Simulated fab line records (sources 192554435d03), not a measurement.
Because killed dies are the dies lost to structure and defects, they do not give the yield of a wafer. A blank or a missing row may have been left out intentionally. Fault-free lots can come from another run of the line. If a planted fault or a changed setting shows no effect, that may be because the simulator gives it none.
Matching of chambers || flow n5-finfet || N5_MOL_CONTACT_COAG_ETCH_47 on rie-diel-04 has 4 sister chambers
The step etches SiNx in CH3F/O2, stops on W, target depth 27 nm. 4 wafers are shown with their chamber, then 9 later ones without.

== WAFERS WITH THEIR CHAMBER ==
{"wafer": "L079.4", "chamber": 0, "showerhead-plenum-p-Torr (Torr)": 2.07}
{"wafer": "L086.1", "chamber": 2, "showerhead-plenum-p-Torr (Torr)": 1.96}
{"wafer": "L086.2", "chamber": 1, "showerhead-plenum-p-Torr (Torr)": 2.05}
{"wafer": "L086.4", "chamber": 3, "showerhead-plenum-p-Torr (Torr)": 1.94}

== WAFERS WHOSE CHAMBER IS MISSING ==
{"wafer": "L089.1", "showerhead-plenum-p-Torr (Torr)": 1.93}
{"wafer": "L089.3", "showerhead-plenum-p-Torr (Torr)": 2.06}
{"wafer": "L089.4", "showerhead-plenum-p-Torr (Torr)": 1.96}
{"wafer": "L094.1", "showerhead-plenum-p-Torr (Torr)": 2.05}
{"wafer": "L094.2", "showerhead-plenum-p-Torr (Torr)": 1.96}
{"wafer": "L094.6", "showerhead-plenum-p-Torr (Torr)": 2.05}
{"wafer": "L095.3", "showerhead-plenum-p-Torr (Torr)": 1.93}
{"wafer": "L095.5", "showerhead-plenum-p-Torr (Torr)": 1.93}
{"wafer": "L095.6", "showerhead-plenum-p-Torr (Torr)": 1.96}

== WHICH CHAMBER EACH ONE RAN IN ==
{"wafer": "L089.1", "from the rows above": 3, "in truth": 3}
{"wafer": "L089.3", "from the rows above": "can't be placed: 0 or 1", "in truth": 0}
{"wafer": "L089.4", "from the rows above": 2, "in truth": 2}
{"wafer": "L094.1", "from the rows above": 1, "in truth": 1}
{"wafer": "L094.2", "from the rows above": 2, "in truth": 2}
{"wafer": "L094.6", "from the rows above": 1, "in truth": 1}
{"wafer": "L095.3", "from the rows above": 3, "in truth": 3}
{"wafer": "L095.5", "from the rows above": 3, "in truth": 3}
{"wafer": "L095.6", "from the rows above": 2, "in truth": 2}
Correct placement for 8 of the 9. Can't be placed from these rows: 1 (the true chamber is among the candidates in 1). Wrongly placed: 0.
How it was worked out, from the rows above alone: a wafer's distance from a chamber is the root of the sum, over the readings, of the square of ((its reading less the chamber's mean) divided by the reading's scatter). The wafer belongs to the nearest chamber; if the next one is less than 2 further off, it can't be placed. For every chamber, the mean is computed from those of its wafers that are shown. The scatter (one wafer shown for each chamber): square how far every hidden wafer sits from the nearest shown wafer, average those squares and take the square root.
